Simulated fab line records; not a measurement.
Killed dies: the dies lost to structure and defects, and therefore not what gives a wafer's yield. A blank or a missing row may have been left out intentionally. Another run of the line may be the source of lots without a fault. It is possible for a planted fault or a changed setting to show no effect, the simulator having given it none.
Chamber matching | flow n5Finfet | pecvd-02 running N5_BEOL_M12_ILD_DEP_00: 3 sister chambers
The step deposits SiOC from DEMS/O2, target thk 658.92 nm, time 130.7 s. 27 wafers are shown with their chamber, then 12 later ones without.

WAFERS, EACH WITH ITS CHAMBER
wafer  | chamber | showerheadPlenumPTorr (Torr) | showerheadVppV (V) | throttleValvePct (%)
L078.1 | 2       | 5.704                        | 1354               | 12.0
L078.2 | 0       | 5.678                        | 1295               | 12.3
L078.5 | 2       | 5.710                        | 1329               | 12.0
L080.1 | 2       | 5.715                        | 1331               | 12.0
L080.2 | 0       | 5.679                        | 1309               | 12.4
L080.3 | 1       | 5.694                        | 1315               | 12.5
L080.4 | 0       | 5.662                        | 1349               | 12.5
L080.5 | 2       | 5.711                        | 1338               | 11.9
L080.6 | 1       | 5.695                        | 1292               | 12.5
L079.1 | 2       | 5.706                        | 1340               | 12.2
L079.5 | 2       | 5.709                        | 1334               | 11.8
L079.6 | 0       | 5.689                        | 1313               | 12.8
L085.1 | 2       | 5.727                        | 1313               | 12.0
L085.3 | 0       | 5.695                        | 1291               | 12.4
L085.6 | 1       | 5.694                        | 1265               | 12.6
L086.2 | 1       | 5.703                        | 1278               | 12.5
L086.4 | 2       | 5.705                        | 1342               | 12.1
L086.6 | 0       | 5.682                        | 1331               | 12.6
L087.1 | 0       | 5.687                        | 1303               | 12.4
L087.3 | 2       | 5.722                        | 1340               | 12.3
L087.6 | 0       | 5.680                        | 1312               | 12.7
L089.1 | 2       | 5.716                        | 1338               | 12.2
L089.2 | 1       | 5.707                        | 1280               | 12.6
L089.3 | 0       | 5.687                        | 1321               | 12.4
L089.4 | 2       | 5.711                        | 1347               | 12.1
L089.5 | 1       | 5.701                        | 1281               | 12.2
L089.6 | 0       | 5.676                        | 1312               | 12.7

SIGNATURES (means of the wafers above)
reading               | chamber 0 | chamber 1 | chamber 2 | scatter within a chamber
showerheadPlenumPTorr | 5.68150   | 5.69900   | 5.71236   | 0.00762
showerheadVppV        | 1313.60   | 1285.17   | 1336.91   | 14.7
throttleValvePct      | 12.520    | 12.483    | 12.055    | 0.154
Rule: a wafer's distance from a chamber is the root of the sum, over the readings, of the square of ((its reading less the chamber's mean) divided by the reading's scatter). The wafer belongs to the nearest chamber; if the next one is less than 2 further off, it can't be placed. The scatter is the square root of a quotient: the sum, over the shown wafers, of each reading's squared deviation from its chamber's mean, divided by wafers minus chambers.

WAFERS WITHOUT THEIR CHAMBER
wafer  | showerheadPlenumPTorr (Torr) | showerheadVppV (V) | throttleValvePct (%)
L090.2 | 5.690                        | 1288               | 12.8
L090.5 | 5.677                        | 1323               | 12.5
L090.6 | 5.712                        | 1341               | 12.5
L093.3 | 5.685                        | 1290               | 12.3
L093.4 | 5.678                        | 1297               | 12.4
L093.5 | 5.693                        | 1287               | 12.3
L095.4 | 5.698                        | 1303               | 12.3
L095.5 | 5.687                        | 1309               | 12.3
L095.6 | 5.707                        | 1339               | 12.4
L097.1 | 5.718                        | 1347               | 12.1
L097.3 | 5.656                        | 1302               | 12.7
L097.4 | 5.708                        | 1364               | 12.0

WHICH CHAMBER EACH ONE RAN IN
wafer  | from the rows above          | in truth
L090.2 | can't be placed: 1 or 0      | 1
L090.5 | 0                            | 0
L090.6 | can't be placed: 2 or 1 or 0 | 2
L093.3 | can't be placed: 0 or 1      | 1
L093.4 | can't be placed: 0 or 1      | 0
L093.5 | can't be placed: 1 or 0      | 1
L095.4 | can't be placed: 1 or 0 or 2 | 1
L095.5 | can't be placed: 0 or 1      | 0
L095.6 | can't be placed: 2 or 0 or 1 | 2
L097.1 | 2                            | 2
L097.3 | 0                            | 0
L097.4 | 2                            | 2
Placed correctly: 4 of 12. Unplaceable from these rows: 8, with the true chamber sitting among the candidates in 8. Number placed wrongly: 0.
